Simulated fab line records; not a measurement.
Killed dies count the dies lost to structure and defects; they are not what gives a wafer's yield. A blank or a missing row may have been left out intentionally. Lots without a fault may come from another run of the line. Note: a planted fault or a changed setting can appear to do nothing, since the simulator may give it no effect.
A single fault, viewed from 2 desks / flow nand harc / only its own numbers are on each desk; what lay behind them is given at the end

## THE DEFECT DESK
Counts from the inspections along the route, per lot, as means over the sampled wafers that have a number. A lot is out of limits, marked OUT, if its mean lies more than 4 standard deviations from the usual mean; the brackets give that distance.
Columns: A = raw defect count at NHARC_P_ZERO_WELL_INSPECT_43, usual 14
lot=L332; first seen here=day 2 23:13; A=11
lot=L333; first seen here=day 3 09:41; A=15
lot=L334; first seen here=day 3 19:47; A=11
lot=L337; first seen here=day 5 01:25; A=26
lot=L338; first seen here=day 5 11:48; A=17
lot=L339; first seen here=day 5 21:43; A=14
lot=L344; first seen here=day 7 23:48; A=13
lot=L346; first seen here=day 8 20:25; A=15
lot=L348; first seen here=day 9 15:35; A=15
lot=L349; first seen here=day 10 01:41; A=7
lot=L351; first seen here=day 10 22:21; A=18
lot=L352; first seen here=day 11 07:34; A=13
lot=L353; first seen here=day 11 17:27; A=10
Result from this desk: across the 13 lots, nothing is out of limits.

## TOOL OWNER'S DESK, litho track-05
Per lot that ran on this tool, the mean of the sampled wafers carrying a number, from the tool's own readings at NHARC_P_ZERO_WELL_SOFTBAKE_06 (time 70 s). A lot is out of limits, marked OUT, if its mean lies more than 4 standard deviations from the usual mean; the brackets give that distance.
Columns: A = heater power total W at NHARC_P_ZERO_WELL_SOFTBAKE_06, usual 200.9 W; B = plate temp C at NHARC_P_ZERO_WELL_SOFTBAKE_06, usual 125.03 C
lot=L334; first seen here=day 3 13:00; A=202.1; B=125.05
lot=L337; first seen here=day 4 18:00; A=225.2 (+19) OUT; B=-
lot=L338; first seen here=day 5 04:00; A=223.6 (+17) OUT; B=-
lot=L339; first seen here=day 5 14:00; A=214.5 (+10) OUT; B=124.96
lot=L348; first seen here=day 9 08:00; A=200.3; B=125.08
lot=L349; first seen here=day 9 18:00; A=201.6; B=125.14
lot=L352; first seen here=day 11 00:00; A=200.5; B=125.01
lot=L353; first seen here=day 11 10:00; A=200.8; B=125.14
This desk's finding: out of limits on L337, L338, L339; first on L337, day 4 18:00 (heater power total W at NHARC_P_ZERO_WELL_SOFTBAKE_06). Within limits: L334, L348, L349, L352, L353.

## ALL TOGETHER
At day 4 18:00, on L337, L338, L339, the tool owner's desk was in a position to raise an alarm.
No out-of-limits result turned up at the defect desk.
The defect desk has L337, L338, L339 on record, within its limits.
The lots listed all ran NHARC_P_ZERO_WELL_SOFTBAKE_06 on litho track-05.

## WHAT THE SIMULATOR HAD INSERTED
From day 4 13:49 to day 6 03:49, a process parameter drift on litho track-05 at NHARC_P_ZERO_WELL_SOFTBAKE_06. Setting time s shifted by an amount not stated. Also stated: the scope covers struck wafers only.
Lots struck among those shown: L337, L338, L339.
Time in hours from fault onset to the first out-of-limits reading at each desk: the tool owner's desk, 4.
